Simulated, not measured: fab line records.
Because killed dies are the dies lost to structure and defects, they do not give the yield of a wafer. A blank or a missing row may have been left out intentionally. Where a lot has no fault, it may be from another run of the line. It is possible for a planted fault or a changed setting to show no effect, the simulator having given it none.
A struck lot beside a sound one ; flow n5 finfet ; 24 steps out of a route of 1938
Sound: these wafers, L597.2, L597.4, L597.6. Struck: wafer L609.1 (L609.3, L609.6, from the same lot, were not struck and are left out); the cause is given at the end.
Order at every step that has rows: each side's tool, ch and its chambers, its first start. Under that, the readings that differ: sound wafers ; struck wafers ; difference of the means ; sigmas: that difference in standard deviations of wafers without a fault.
alike: same words and numbers on both sides, and readings whose means sit less than 2 such deviations apart. not compared: any withheld reading, any reading some wafer has no value for, any bound like >300 that may hide the same value, and any number with overlapping values for which the record gives no deviation.
Wherever a step has rows on one side only, a row that says differs or no value, or a row with sigmas, the two part there. Numbers that don't overlap but have no deviation are shown without sigmas and don't part them. A reading that every wafer of one side lacks parts them only if that side has two wafers or more.

first, 6 steps without rows for these wafers: N5_FIN_CUT_COAT_02 (resist thk 30 nm); N5_FIN_CUT_EBR_04; N5_FIN_CUT_SOFTBAKE_03 (time 60 s); N5_FIN_CUT_EXPOSE_05 (exposes mask FIN CUT); N5_FIN_CUT_PEB_06 (peb time 60 s); N5_FIN_CUT_DEVELOP_07 (develop time 30 s).
N5_FIN_CUT_CD_MEAS_08: target cd 29.1 nm.
  sound on cd sem-01 ch 0, day 2 03:02; struck on cd sem-03 ch 0, day 5 10:47
reading;sound;struck;difference;sigmas
cd nm (nm);29.07 29.05 29.18;28.60;-0.50;-2
N5_FIN_CUT_OVL_MEAS_09:
  sound on overlay-01 ch 0, day 2 03:04; struck on overlay-02 ch 0, day 5 10:50
  alike: FIN_CUT_OVL
N5_FIN_CUT_INSPECT_10: inspects for defects (brightfield).
  sound on defect inspect-01, day 2 03:07; struck on defect inspect-02, day 5 10:53
  alike: raw defect count
N5_FIN_CUT_DESCUM_13: chemistry O2, time 7 s.
  sound on rie diel-01 ch 0,3, day 2 03:09; struck on rie diel-02 ch 0, day 5 10:56
  alike: drypump motor current A, oes product au, rf vpp V, showerhead plenum p Torr, throttle valve pct
  not compared: rf hours counter h
then, 2 steps without rows for these wafers: N5_FIN_CUT_ETCH_30 (etches underlayer in N2/H2, target depth 13 nm, time 10.4 s); N5_FIN_CUT_ETCH_20 (etches SiARC in CF4, target depth 26 nm, time 43.3 s).
N5_FIN_CUT_ETCH_21: etches SOC in N2/H2, target depth 219 nm, overetch 43.8 nm, time 523.5 s.
  sound on rie diel-01 ch 0,3, day 2 03:14; struck on rie diel-02 ch 0, day 5 11:02
reading;sound;struck;difference;sigmas
throttle valve pct (%);17.89 17.26 17.89;18.28;+0.60;+2
model.SiARC_of_FIN_CUT_COAT_19.thk nm (nm);12.2 12.4 12;7.8;-4.4;
model.FIN_CUT.cd offset nm (nm);0.4 0.4 0.2;2.8;+2.5;
  alike: drypump motor current A, n2 flow sccm, oes product au, rf vpp V, showerhead plenum p Torr
  not compared: rf hours counter h
then, 2 steps without rows for these wafers: N5_FIN_CUT_STRIP_23 (strips in N2/H2); N5_FIN_CUT_STRIP_31 (strips in N2/H2).
N5_FIN_CUT_STRIP_24: strips in CF4.
  sound on rie diel-01 ch 0,3, day 2 03:34; struck on rie diel-02 ch 0, day 5 11:22
reading;sound;struck;difference;sigmas
rf vpp V (V);269.8 271.1 270.6;273.9;+3.4;+2
  alike: drypump motor current A, oes product au, showerhead plenum p Torr, throttle valve pct
  not compared: rf hours counter h
then, 1 step without rows for these wafers: N5_FIN_CUT_CUT_ETCH_26 (etches SiNx in CH3F/O2, target depth 39 nm, time 55.7 s).
N5_FIN_CUT_CUT_ETCH_27: etches SiO2 in CHF3/O2, target depth 4 nm, overetch 2 nm, time 4.9 s.
  sound on rie diel-01 ch 0,3, day 2 03:38; struck on rie diel-02 ch 0, day 5 11:26
  alike: O2_flow_sccm, drypump motor current A, oes product au, rf vpp V, showerhead plenum p Torr, throttle valve pct
  not compared: rf hours counter h
then, 1 step without rows for these wafers: N5_FIN_CUT_PRECLEAN_35 (cleans in vHF, time 13.3 s).
N5_FIN_CUT_CUT_ETCH_15: etches Si in HBr/Cl2/O2, target depth 100 nm, bt time 10 s, time 42.4 s.
  sound on rie si-06 ch 0,1,3, day 2 03:47; struck on rie si-04 ch 0, day 5 11:34
reading;sound;struck;difference;sigmas
O2_flow_sccm (sccm);12.05 11.95 11.95;11.90;-0.08;-2
drypump motor current A (A);5.4 4.8 5.5;6.4;+1.2;+2
  alike: HBr_flow_sccm, mfc cl2 sccm, oes product au, throttle valve pct
  not compared: rf hours counter h
N5_FIN_CUT_CUT_ETCH_28: etches Si in HBr/Cl2/O2, target depth 6 nm, time 2.4 s.
  sound on rie si-06 ch 0,1,3, day 2 03:50; struck on rie si-04 ch 0, day 5 11:38
reading;sound;struck;difference;sigmas
O2_flow_sccm (sccm);12.03 12.01 12.02;11.92;-0.10;-3
drypump motor current A (A);5.4 4.8 5.5;6.4;+1.2;+2
model.FIN_CUT.cd offset nm (nm);-0.2 0 -0.2;3.2;+3.3;
  alike: HBr_flow_sccm, mfc cl2 sccm, oes product au, throttle valve pct
  not compared: rf hours counter h
N5_FIN_CUT_STRIP_22: strips in N2/H2.
  sound on rie diel-01 ch 2,3, day 2 03:55; struck on rie diel-01 ch 0, day 5 11:45
reading;sound;struck;difference;sigmas
drypump motor current A (A);6.3 6.8 6.3;5.1;-1.4;-2
  alike: n2 flow sccm, oes product au, rf vpp V, showerhead plenum p Torr, throttle valve pct
  not compared: rf hours counter h
-- the record jumps here: 6 days lie between the struck wafers' starts before and after (it left off in module FIN_CUT and takes up again in module BEOL_M4, whose first step shown is number 1111 of the route) --
N5_BEOL_M4_RC_MEAS_101:
  sound on prober-01 ch 0, day 8 17:44; struck on prober-02 ch 0, day 11 02:17
  alike: DIBL_N, DIBL_P, IOFF_N, IOFF_P, ION_N, ION_P, SS_N, SS_P, VT_N, VT_P
-- the record jumps here: 4 days lie between the struck wafers' starts before and after (it left off in module BEOL_M4 and takes up again in module PASSIVATION, whose first step shown is number 1936 of the route) --
N5_PASSIVATION_PROBE_49:
  rows exist in the record for the struck wafers here (prober-01, day 15 05:41), but not for the sound ones

WHERE THEY PART
Earliest at N5_FIN_CUT_CD_MEAS_08; latest, in this record, at N5_PASSIVATION_PROBE_49.

WHY: what had been put in by the simulator
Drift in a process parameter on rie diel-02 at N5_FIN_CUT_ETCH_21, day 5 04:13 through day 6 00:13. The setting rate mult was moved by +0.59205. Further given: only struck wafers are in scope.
